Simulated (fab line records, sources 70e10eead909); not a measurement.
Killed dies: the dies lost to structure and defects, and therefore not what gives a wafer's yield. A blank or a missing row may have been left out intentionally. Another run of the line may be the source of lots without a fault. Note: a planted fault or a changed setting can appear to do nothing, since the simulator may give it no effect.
fab line records / flow nandHarc
[record] lots = 9 wafers = 27 lastDay = 24
route steps=1159 shown P_M2@350 P_BONDPAD@372 END@1159
lots with no fault: from the same line, run without faults
startH: the number of hours between the record's first day and the start of the first shown wafer of the lot / waitH: hours since the lot's step before / " same as the row above / L1.1+2: several wafers, shown together as one row / - value missing, or start not given / * or withheld: withheld / < > ~ a bound
route shown NAME@n: NAME is a module with steps in the file, n the number in the route of the first one / usual: mean/standard deviation of fault-free wafers / same: alike in all rows / chamber/n: place in a boat / sites: each site's reading / _std_site: standard deviation of those values / _edge_site: the outer-site mean with the inner-site mean subtracted / radiusMm: how far each site lies from the wafer's centre / mask NAME#n: copy n / behind: the last tool/chamber to shape the wafer / hold: the reason the lot was held/the length of the hold in hours/how it ended / device: the transistor (n, p or np) that didn't switch / end of line: the tests these same wafers got at the end of their route / a step with no rows: only its recipe / killed: the dies lost at the first sort to structure and to defects; this is not the yield of the wafer / map: per-die view of a wafer (x killed, . not killed, _ where there is no die)
set.NAME: the setting that was run; set.NAME@STEP: the one run at that earlier step / model.NAME: the simulator's own value behind a step, which no gauge read
the route's steps for a sample of lots (tables are steps, rows are wafers)
services: the hour from which a tool's chamber was out of use, counted from the record's first day as startH (under 0 if before that day), plus the number of hours and why
[[steps]]
[step NHARC_P_M2_DEP_33]
[recipe] targetThkA = 300 tempC = 370 targetThkNm = 30 pressureTorr = 3 flowSccm = 200 rfW = 450 material = SiCN
[usual] heaterPowerW = 577/76
lot.wafer=L514.3 tool=pecvd-02 chamber=2 startH=138.95 waitH=0.1 heaterPowerW=637
lot.wafer=L514.1 tool=pecvd-02 chamber=0 startH=138.95 waitH=0.1 heaterPowerW=515
lot.wafer=L514.6 tool=pecvd-02 chamber=2 startH=138.95 waitH=0.1 heaterPowerW=632
lot.wafer=L513.2 tool=pecvd-02 chamber=0 startH=141.23 waitH=0.1 heaterPowerW=499
lot.wafer=L513.3 tool=pecvd-02 chamber=1 startH=141.23 waitH=0.1 heaterPowerW=765
lot.wafer=L513.5 tool=pecvd-02 chamber=2 startH=141.23 waitH=0.1 heaterPowerW=630
lot.wafer=L515.3 tool=pecvd-01 chamber=1 startH=148.62 waitH=0.1 heaterPowerW=574
lot.wafer=L515.2 tool=pecvd-01 chamber=0 startH=148.62 waitH=0.1 heaterPowerW=646
lot.wafer=L515.4 tool=pecvd-01 chamber=1 startH=148.62 waitH=0.1 heaterPowerW=585
lot.wafer=L517.1 tool=pecvd-02 chamber=1 startH=152.40 waitH=0.1 heaterPowerW=697
lot.wafer=L517.4 tool=pecvd-02 chamber=2 startH=152.40 waitH=0.1 heaterPowerW=620
lot.wafer=L517.5 tool=pecvd-02 chamber=1 startH=152.40 waitH=0.1 heaterPowerW=695
lot.wafer=L516.3 tool=pecvd-02 chamber=1 startH=152.93 waitH=0.1 heaterPowerW=738
lot.wafer=L516.6 tool=pecvd-02 chamber=1 startH=152.93 waitH=0.1 heaterPowerW=756
lot.wafer=L516.5 tool=pecvd-02 chamber=0 startH=152.93 waitH=0.1 heaterPowerW=468
lot.wafer=L518.4 tool=pecvd-01 chamber=1 startH=157.20 waitH=0.2 heaterPowerW=606
lot.wafer=L518.5 tool=pecvd-01 chamber=2 startH=157.20 waitH=0.2 heaterPowerW=492
lot.wafer=L518.6 tool=pecvd-01 chamber=0 startH=157.20 waitH=0.2 heaterPowerW=648
lot.wafer=L525.1 tool=pecvd-01 chamber=1 startH=206.50 waitH=0.1 heaterPowerW=584
lot.wafer=L525.5 tool=pecvd-01 chamber=1 startH=206.50 waitH=0.1 heaterPowerW=584
lot.wafer=L525.6 tool=pecvd-01 chamber=2 startH=206.50 waitH=0.1 heaterPowerW=533
lot.wafer=L528.3 tool=pecvd-02 chamber=1 startH=218.12 waitH=0.1 heaterPowerW=676
lot.wafer=L528.5 tool=pecvd-02 chamber=2 startH=218.12 waitH=0.1 heaterPowerW=600
lot.wafer=L528.4 tool=pecvd-02 chamber=1 startH=218.12 waitH=0.1 heaterPowerW=688
lot.wafer=L534.4 tool=pecvd-02 chamber=2 startH=255.07 waitH=0.2 heaterPowerW=592
lot.wafer=L534.6 tool=pecvd-02 chamber=0 startH=255.07 waitH=0.2 heaterPowerW=557
lot.wafer=L534.5 tool=pecvd-02 chamber=1 startH=255.07 waitH=0.2 heaterPowerW=662
[step NHARC_P_BONDPAD_ETCH_24]
[recipe] targetDepthA = 300 overEtchFrac = 0.3 timeS = 72.99 ionEnergyEv = 150 cf4FlowSccm = 50 n2FlowSccm = 100 arFlowSccm = 150 rfW = 300 biasW = 100 chemistry = CF4/N2
[usual] drypumpMotorCurrentA = 6.1/0.31 oesProductAu = 1.008/0.0097 rfVppV = 313.3/2.6 runLengthS = 94.12/0.27 showerheadPlenumPTorr = 2.58/0.14 throttleValvePct = 19.794/0.0091
lot.wafer=L514.1 tool=rieDiel-13 chamber=3 startH=141.58 waitH=- drypumpMotorCurrentA=5.9 oesProductAu=1.016 rfHoursCounterH=3 rfVppV=314.3 runLengthS=94.37 showerheadPlenumPTorr=2.57 throttleValvePct=19.784
lot.wafer=L514.3 tool=rieDiel-13 chamber=2 startH=141.58 waitH=- drypumpMotorCurrentA=6.5 oesProductAu=1.005 rfHoursCounterH=3 rfVppV=310.3 runLengthS=94.42 showerheadPlenumPTorr=2.48 throttleValvePct=19.798
lot.wafer=L514.6 tool=rieDiel-13 chamber=0 startH=141.58 waitH=- drypumpMotorCurrentA=6.0 oesProductAu=1.013 rfHoursCounterH=- rfVppV=310.9 runLengthS=94.17 showerheadPlenumPTorr=2.45 throttleValvePct=19.795
lot.wafer=L513.3 tool=rieDiel-13 chamber=0 startH=143.68 waitH=- drypumpMotorCurrentA=6.0 oesProductAu=1.025 rfHoursCounterH=3 rfVppV=311.5 runLengthS=94.19 showerheadPlenumPTorr=2.45 throttleValvePct=19.784
lot.wafer=L513.2 tool=rieDiel-13 chamber=1 startH=143.68 waitH=- drypumpMotorCurrentA=6.2 oesProductAu=1.004 rfHoursCounterH=3 rfVppV=317.0 runLengthS=94.08 showerheadPlenumPTorr=2.81 throttleValvePct=19.788
lot.wafer=L513.5 tool=rieDiel-13 chamber=2 startH=143.68 waitH=- drypumpMotorCurrentA=6.5 oesProductAu=1.013 rfHoursCounterH=- rfVppV=311.1 runLengthS=94.13 showerheadPlenumPTorr=2.48 throttleValvePct=19.788
lot.wafer=L515.2 tool=rieDiel-13 chamber=0 startH=151.02 waitH=- drypumpMotorCurrentA=6.0 oesProductAu=1.010 rfHoursCounterH=4 rfVppV=311.1 runLengthS=94.17 showerheadPlenumPTorr=2.45 throttleValvePct=19.794
lot.wafer=L515.3 tool=rieDiel-13 chamber=1 startH=151.02 waitH=- drypumpMotorCurrentA=6.3 oesProductAu=1.005 rfHoursCounterH=4 rfVppV=317.9 runLengthS=93.84 showerheadPlenumPTorr=2.81 throttleValvePct=19.784
lot.wafer=L515.4 tool=rieDiel-13 chamber=2 startH=151.02 waitH=- drypumpMotorCurrentA=6.5 oesProductAu=1.005 rfHoursCounterH=4 rfVppV=311.3 runLengthS=94.36 showerheadPlenumPTorr=2.48 throttleValvePct=19.794
lot.wafer=L517.1 tool=rieDiel-13 chamber=3 startH=154.99 waitH=- drypumpMotorCurrentA=5.9 oesProductAu=1.019 rfHoursCounterH=4 rfVppV=312.8 runLengthS=93.73 showerheadPlenumPTorr=2.57 throttleValvePct=19.805
lot.wafer=L517.4 tool=rieDiel-13 chamber=0 startH=154.99 waitH=- drypumpMotorCurrentA=6.0 oesProductAu=1.008 rfHoursCounterH=4 rfVppV=310.7 runLengthS=94.02 showerheadPlenumPTorr=2.45 throttleValvePct=19.796
lot.wafer=L517.5 tool=rieDiel-13 chamber=3 startH=154.99 waitH=- drypumpMotorCurrentA=5.8 oesProductAu=1.011 rfHoursCounterH=- rfVppV=313.6 runLengthS=93.67 showerheadPlenumPTorr=2.57 throttleValvePct=19.803
lot.wafer=L516.3 tool=rieDiel-13 chamber=0 startH=155.30 waitH=- drypumpMotorCurrentA=6.0 oesProductAu=1.015 rfHoursCounterH=4 rfVppV=312.2 runLengthS=94.24 showerheadPlenumPTorr=2.45 throttleValvePct=19.795
lot.wafer=L516.5 tool=rieDiel-13 chamber=3 startH=155.30 waitH=- drypumpMotorCurrentA=5.9 oesProductAu=1.021 rfHoursCounterH=- rfVppV=312.3 runLengthS=93.80 showerheadPlenumPTorr=2.57 throttleValvePct=19.813
lot.wafer=L516.6 tool=rieDiel-13 chamber=0 startH=155.30 waitH=- drypumpMotorCurrentA=6.0 oesProductAu=1.019 rfHoursCounterH=- rfVppV=312.3 runLengthS=94.35 showerheadPlenumPTorr=2.45 throttleValvePct=19.790
lot.wafer=L518.4 tool=rieDiel-13 chamber=1 startH=159.78 waitH=- drypumpMotorCurrentA=6.3 oesProductAu=1.004 rfHoursCounterH=5 rfVppV=316.4 runLengthS=94.19 showerheadPlenumPTorr=2.81 throttleValvePct=19.790
lot.wafer=L518.6 tool=rieDiel-13 chamber=0 startH=159.78 waitH=- drypumpMotorCurrentA=6.0 oesProductAu=1.003 rfHoursCounterH=- rfVppV=311.8 runLengthS=94.46 showerheadPlenumPTorr=2.45 throttleValvePct=19.777
lot.wafer=L518.5 tool=rieDiel-13 chamber=1 startH=159.78 waitH=- drypumpMotorCurrentA=6.2 oesProductAu=1.003 rfHoursCounterH=- rfVppV=317.9 runLengthS=94.10 showerheadPlenumPTorr=2.81 throttleValvePct=19.796
lot.wafer=L525.1 tool=rieDiel-13 chamber=0 startH=209.44 waitH=- drypumpMotorCurrentA=6.0 oesProductAu=1.017 rfHoursCounterH=11 rfVppV=311.3 runLengthS=77.66 showerheadPlenumPTorr=2.45 throttleValvePct=19.792
lot.wafer=L525.6 tool=rieDiel-13 chamber=3 startH=209.44 waitH=- drypumpMotorCurrentA=5.9 oesProductAu=0.999 rfHoursCounterH=- rfVppV=312.8 runLengthS=93.97 showerheadPlenumPTorr=2.57 throttleValvePct=19.787
lot.wafer=L525.5 tool=rieDiel-13 chamber=0 startH=209.44 waitH=- drypumpMotorCurrentA=6.0 oesProductAu=1.015 rfHoursCounterH=- rfVppV=309.8 runLengthS=78.01 showerheadPlenumPTorr=2.45 throttleValvePct=19.789
lot.wafer=L528.3 tool=rieDiel-13 chamber=2 startH=220.48 waitH=- drypumpMotorCurrentA=6.5 oesProductAu=1.001 rfHoursCounterH=11 rfVppV=311.8 runLengthS=94.17 showerheadPlenumPTorr=2.47 throttleValvePct=19.787
lot.wafer=L528.4 tool=rieDiel-13 chamber=0 startH=220.48 waitH=- drypumpMotorCurrentA=6.0 oesProductAu=1.007 rfHoursCounterH=11 rfVppV=311.4 runLengthS=77.84 showerheadPlenumPTorr=2.45 throttleValvePct=19.789
lot.wafer=L528.5 tool=rieDiel-13 chamber=1 startH=220.48 waitH=- drypumpMotorCurrentA=6.3 oesProductAu=0.999 rfHoursCounterH=- rfVppV=317.7 runLengthS=93.97 showerheadPlenumPTorr=2.81 throttleValvePct=19.796
lot.wafer=L534.4 tool=rieDiel-05 chamber=2 startH=257.46 waitH=- drypumpMotorCurrentA=6.4 oesProductAu=1.013 rfHoursCounterH=33 rfVppV=317.3 runLengthS=93.98 showerheadPlenumPTorr=2.82 throttleValvePct=19.786
lot.wafer=L534.5 tool=rieDiel-05 chamber=1 startH=257.46 waitH=- drypumpMotorCurrentA=6.0 oesProductAu=1.016 rfHoursCounterH=- rfVppV=312.3 runLengthS=94.75 showerheadPlenumPTorr=2.54 throttleValvePct=19.788
lot.wafer=L534.6 tool=rieDiel-05 chamber=2 startH=257.46 waitH=- drypumpMotorCurrentA=6.3 oesProductAu=1.017 rfHoursCounterH=- rfVppV=318.5 runLengthS=94.40 showerheadPlenumPTorr=2.82 throttleValvePct=19.794
[step NHARC_P_BONDPAD_PVD_27]
[recipe] targetThkA = 300 chamberPressurePa = 5 powerW = 5000 substrateTempC = 30 timeS = 20.49 material = Cu
[usual] chamberPressurePa = 4.999/0.0094 throttleValvePct = 29.9/1.1
lot.wafer=L514.1 tool=pvdSputter-02 chamber=- startH=- waitH=- chamberPressurePa=4.999 throttleValvePct=30.2
lot.wafer=L514.3 tool=pvdSputter-02 chamber=- startH=- waitH=- chamberPressurePa=4.990 throttleValvePct=27.6
lot.wafer=L514.6 tool=pvdSputter-02 chamber=- startH=- waitH=- chamberPressurePa=4.985 throttleValvePct=29.0
lot.wafer=L513.2 tool=pvdSputter-03 chamber=- startH=- waitH=- chamberPressurePa=4.990 throttleValvePct=31.0
lot.wafer=L513.3 tool=pvdSputter-03 chamber=- startH=- waitH=- chamberPressurePa=4.997 throttleValvePct=29.8
lot.wafer=L513.5 tool=pvdSputter-03 chamber=- startH=- waitH=- chamberPressurePa=4.999 throttleValvePct=30.8
lot.wafer=L515.2 tool=pvdSputter-03 chamber=- startH=- waitH=- chamberPressurePa=4.994 throttleValvePct=30.1
lot.wafer=L515.4 tool=pvdSputter-03 chamber=- startH=- waitH=- chamberPressurePa=4.987 throttleValvePct=31.1
lot.wafer=L515.3 tool=pvdSputter-03 chamber=- startH=- waitH=- chamberPressurePa=4.989 throttleValvePct=29.6
lot.wafer=L517.4 tool=pvdSputter-02 chamber=- startH=- waitH=- chamberPressurePa=5.006 throttleValvePct=29.3
lot.wafer=L517.1 tool=pvdSputter-02 chamber=- startH=- waitH=- chamberPressurePa=4.998 throttleValvePct=28.8
lot.wafer=L517.5 tool=pvdSputter-02 chamber=- startH=- waitH=- chamberPressurePa=5.002 throttleValvePct=29.3
lot.wafer=L516.3 tool=pvdSputter-01 chamber=- startH=- waitH=- chamberPressurePa=5.008 throttleValvePct=29.5
lot.wafer=L516.5 tool=pvdSputter-01 chamber=- startH=- waitH=- chamberPressurePa=5.008 throttleValvePct=31.3
lot.wafer=L516.6 tool=pvdSputter-01 chamber=- startH=- waitH=- chamberPressurePa=5.015 throttleValvePct=29.7
lot.wafer=L518.4 tool=pvdSputter-03 chamber=- startH=- waitH=- chamberPressurePa=4.998 throttleValvePct=29.8
lot.wafer=L518.5 tool=pvdSputter-03 chamber=- startH=- waitH=- chamberPressurePa=4.994 throttleValvePct=30.2
lot.wafer=L518.6 tool=pvdSputter-03 chamber=- startH=- waitH=- chamberPressurePa=4.996 throttleValvePct=30.7
lot.wafer=L525.1 tool=pvdSputter-02 chamber=- startH=- waitH=- chamberPressurePa=4.996 throttleValvePct=29.1
lot.wafer=L525.5 tool=pvdSputter-02 chamber=- startH=- waitH=- chamberPressurePa=4.997 throttleValvePct=30.5
lot.wafer=L525.6 tool=pvdSputter-02 chamber=- startH=- waitH=- chamberPressurePa=5.001 throttleValvePct=29.3
lot.wafer=L528.3 tool=pvdSputter-01 chamber=- startH=- waitH=- chamberPressurePa=4.993 throttleValvePct=31.4
lot.wafer=L528.4 tool=pvdSputter-01 chamber=- startH=- waitH=- chamberPressurePa=4.999 throttleValvePct=31.5
lot.wafer=L528.5 tool=pvdSputter-01 chamber=- startH=- waitH=- chamberPressurePa=5.009 throttleValvePct=29.3
lot.wafer=L534.4 tool=pvdSputter-03 chamber=- startH=- waitH=- chamberPressurePa=5.010 throttleValvePct=31.1
lot.wafer=L534.6 tool=pvdSputter-03 chamber=- startH=- waitH=- chamberPressurePa=4.983 throttleValvePct=30.2
lot.wafer=L534.5 tool=pvdSputter-03 chamber=- startH=- waitH=- chamberPressurePa=4.998 throttleValvePct=30.8
[step NHARC_P_BONDPAD_CMP_19]
[recipe] tOverpolishS = 30 cuRecessTouchS = 16 targetThkNm = 160.81
[usual] motorCurrentA = 12.1/1.2 overpolishRunS = 29.999/0.0095
lot.wafer=L514.3 tool=cmp-04 chamber=0 startH=143.16 waitH=- motorCurrentA=13.6 overpolishRunS=29.988
lot.wafer=L514.1 tool=cmp-04 chamber=2 startH=143.16 waitH=- motorCurrentA=13.2 overpolishRunS=30.001
lot.wafer=L514.6 tool=cmp-04 chamber=3 startH=143.16 waitH=- motorCurrentA=11.2 overpolishRunS=30.008
lot.wafer=L513.3 tool=cmp-02 chamber=0 startH=145.17 waitH=- motorCurrentA=14.3 overpolishRunS=30.008
lot.wafer=L513.2 tool=cmp-02 chamber=1 startH=145.17 waitH=- motorCurrentA=10.5 overpolishRunS=30.005
lot.wafer=L513.5 tool=cmp-02 chamber=0 startH=145.17 waitH=- motorCurrentA=14.4 overpolishRunS=29.992
lot.wafer=L515.3 tool=cmp-01 chamber=2 startH=152.66 waitH=- motorCurrentA=10.5 overpolishRunS=29.980
lot.wafer=L515.4 tool=cmp-01 chamber=3 startH=152.66 waitH=- motorCurrentA=11.4 overpolishRunS=30.013
lot.wafer=L515.2 tool=cmp-01 chamber=0 startH=152.66 waitH=- motorCurrentA=13.0 overpolishRunS=29.990
lot.wafer=L517.1 tool=cmp-01 chamber=0 startH=156.66 waitH=- motorCurrentA=13.0 overpolishRunS=30.000
lot.wafer=L517.4 tool=cmp-01 chamber=3 startH=156.66 waitH=- motorCurrentA=11.1 overpolishRunS=30.000
lot.wafer=L517.5 tool=cmp-01 chamber=0 startH=156.66 waitH=- motorCurrentA=12.7 overpolishRunS=29.994
lot.wafer=L516.3 tool=cmp-02 chamber=3 startH=156.97 waitH=- motorCurrentA=13.6 overpolishRunS=30.016
lot.wafer=L516.6 tool=cmp-02 chamber=1 startH=156.97 waitH=- motorCurrentA=11.9 overpolishRunS=29.996
lot.wafer=L516.5 tool=cmp-02 chamber=2 startH=156.97 waitH=- motorCurrentA=11.4 overpolishRunS=29.977
lot.wafer=L518.4 tool=cmp-04 chamber=0 startH=161.43 waitH=- motorCurrentA=13.1 overpolishRunS=29.995
lot.wafer=L518.5 tool=cmp-04 chamber=0 startH=161.43 waitH=- motorCurrentA=13.6 overpolishRunS=30.002
lot.wafer=L518.6 tool=cmp-04 chamber=1 startH=161.43 waitH=- motorCurrentA=11.8 overpolishRunS=30.004
lot.wafer=L525.1 tool=cmp-02 chamber=0 startH=210.97 waitH=- motorCurrentA=14.0 overpolishRunS=29.982
lot.wafer=L525.6 tool=cmp-02 chamber=2 startH=210.97 waitH=- motorCurrentA=11.4 overpolishRunS=29.994
lot.wafer=L525.5 tool=cmp-02 chamber=3 startH=210.97 waitH=- motorCurrentA=12.8 overpolishRunS=29.991
lot.wafer=L528.4 tool=cmp-01 chamber=1 startH=222.16 waitH=- motorCurrentA=11.6 overpolishRunS=30.016
lot.wafer=L528.3 tool=cmp-01 chamber=0 startH=222.16 waitH=- motorCurrentA=13.0 overpolishRunS=29.995
lot.wafer=L528.5 tool=cmp-01 chamber=1 startH=222.16 waitH=- motorCurrentA=11.2 overpolishRunS=30.001
lot.wafer=L534.4 tool=cmp-02 chamber=1 startH=258.99 waitH=- motorCurrentA=11.9 overpolishRunS=30.008
lot.wafer=L534.5 tool=cmp-02 chamber=3 startH=258.99 waitH=- motorCurrentA=13.3 overpolishRunS=29.976
lot.wafer=L534.6 tool=cmp-02 chamber=0 startH=258.99 waitH=- motorCurrentA=13.7 overpolishRunS=29.997
[step NHARC_END_SORT_01]
[recipe] tempC = 25
[usual] defectLimitedYield = 95.1/1.5 killedAtArray = 29/10 killedAtOther = 0.7/1 killedAtPeriphery = 3.7/2.6 killedDies = 33/10 killedOpen = 3.4/1.8 killedShort = 1.8/1.3 sort_bin_2_pct = 1.5/0.64 sort_bin_3_pct = 0.29/0.24 sort_bin_4_pct = 3.1/0.95 sortNPass = 644/10 sortRimYieldPct = 96.9/2.6 sortYieldPct = 95.1/1.5
[same] grossDies = 677 sort_bin_5_pct[%] = 0 sort_bin_6_pct[%] = 0 sort_bin_7_pct[%] = 0 sort_bin_8_pct[%] = 0 sortRimNGross = 106.00
lot.wafer=L528.3 tool=prober-01 chamber=0 startH=545.30 waitH=3.1 defectLimitedYield[%]=92.3 killedAtArray=46 killedAtOther=4 killedAtPeriphery=2 killedDies=52 killedOpen=7 killedShort=0 sort_bin_2_pct[%]=2.5 sort_bin_3_pct[%]=0 sort_bin_4_pct[%]=5.2 sortNPass=625 sortRimYieldPct[%]=96.2 sortYieldPct[%]=92.3
lot.wafer=L528.4 tool=prober-01 chamber=0 startH=546.11 waitH=3.4 defectLimitedYield[%]=94.4 killedAtArray=37 killedAtOther=0 killedAtPeriphery=1 killedDies=38 killedOpen=3 killedShort=0 sort_bin_2_pct[%]=1.6 sort_bin_3_pct[%]=0.44 sort_bin_4_pct[%]=3.5 sortNPass=639 sortRimYieldPct[%]=94.3 sortYieldPct[%]=94.4
lot.wafer=L528.5 tool=prober-01 chamber=0 startH=546.91 waitH=3.7 defectLimitedYield[%]=93.2 killedAtArray=44 killedAtOther=1 killedAtPeriphery=1 killedDies=46 killedOpen=3 killedShort=1 sort_bin_2_pct[%]=2.2 sort_bin_3_pct[%]=0.30 sort_bin_4_pct[%]=4.3 sortNPass=631 sortRimYieldPct[%]=95.3 sortYieldPct[%]=93.2
// killed by level:class
L528.3 A_CHANNEL_HOLE_D1:chamberFilmFlake=20 A_SLIT:chamberFilmFlake=15 A_STAIRCASE:chamberFilmFlake=6 THIN_TSV:chamberFilmFlake=3 P_M2:geometricParticle:open=1 A_CHANNEL_FILL_D1:geometricParticle:open=1 A_SGD_CUT:geometricParticle:open=1 A_CONTACT:geometricParticle:open=1
L528.4 A_CHANNEL_HOLE_D1:chamberFilmFlake=14 A_STAIRCASE:chamberFilmFlake=11 A_SLIT:chamberFilmFlake=9 A_CONTACT:geometricParticle:open=2 P_M2:geometricParticle:open=1 A_CONTACT:chamberFilmFlake=1
L528.5 A_STAIRCASE:chamberFilmFlake=12 A_SLIT:chamberFilmFlake=12 A_CHANNEL_HOLE_D1:chamberFilmFlake=10 A_CONTACT:chamberFilmFlake=4 A_WL_FILL:chamberFilmFlake=3 P_CONTACT:geometricParticle:short=1 A_SOURCE_PLATE:geometricParticle:open=1 A_WL_FILL:geometricParticle:open=1
[[services]]
tool=pecvd-02 chamber=1 startH=117.31 hours=6.2 kind=repair
tool=cmp-02 chamber=- startH=129.96 hours=4.0 kind=pm
tool=cmp-02 chamber=- startH=134.37 hours=0.7 kind=repair
tool=cmp-02 chamber=- startH=147.73 hours=1.6 kind=repair
tool=pvdSputter-02 chamber=- startH=148.48 hours=3.7 kind=repair
tool=pecvd-02 chamber=- startH=153.19 hours=13.0 kind=pm
tool=pvdSputter-01 chamber=- startH=158.00 hours=10.0 kind=pm
tool=cmp-01 chamber=- startH=158.02 hours=2.4 kind=repair
tool=cmp-04 chamber=- startH=164.84 hours=4.5 kind=repair
tool=cmp-01 chamber=- startH=168.16 hours=0.5 kind=repair
tool=cmp-02 chamber=- startH=168.21 hours=2.6 kind=repair
tool=rieDiel-13 chamber=- startH=174.85 hours=0.5 kind=repair
tool=pvdSputter-03 chamber=- startH=176.10 hours=4.3 kind=repair
tool=cmp-01 chamber=- startH=179.64 hours=4.0 kind=pm
tool=pvdSputter-03 chamber=- startH=184.20 hours=6.2 kind=repair
tool=cmp-04 chamber=- startH=195.17 hours=0.2 kind=repair
tool=cmp-04 chamber=- startH=203.00 hours=4.0 kind=pm
tool=rieDiel-13 chamber=2 startH=209.92 hours=5.3 kind=repair
tool=pvdSputter-02 chamber=- startH=214.00 hours=10.0 kind=pm
tool=cmp-01 chamber=- startH=223.67 hours=3.0 kind=repair
tool=cmp-02 chamber=- startH=228.06 hours=4.0 kind=pm
tool=pecvd-01 chamber=- startH=237.00 hours=13.0 kind=pm
tool=pvdSputter-02 chamber=- startH=241.48 hours=1.1 kind=repair
tool=rieDiel-13 chamber=2 startH=252.72 hours=7.3 kind=repair
[[key]]
[firstSign] step = NHARC_P_BONDPAD_ETCH_24 reading = runLengthS direction = down sigmas = 61 usual = * struck = *
effect none on later readings
metAt NHARC_P_BONDPAD_ETCH_24
struckLots L525,L528
struckWafers L525.1,L525.5,L528.4
notActingAt NHARC_P_M2_DEP_33,NHARC_P_BONDPAD_PVD_27,NHARC_P_BONDPAD_CMP_19
onsetBetween 159.78 209.44
[fault] kind = processParameterDrift tool = rieDiel-13 chamber = 0 onsetH = 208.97 steps = NHARC_P_BONDPAD_ETCH_24 channel = timeS offset = * shape = step endH = 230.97 actsIn = * stated = *
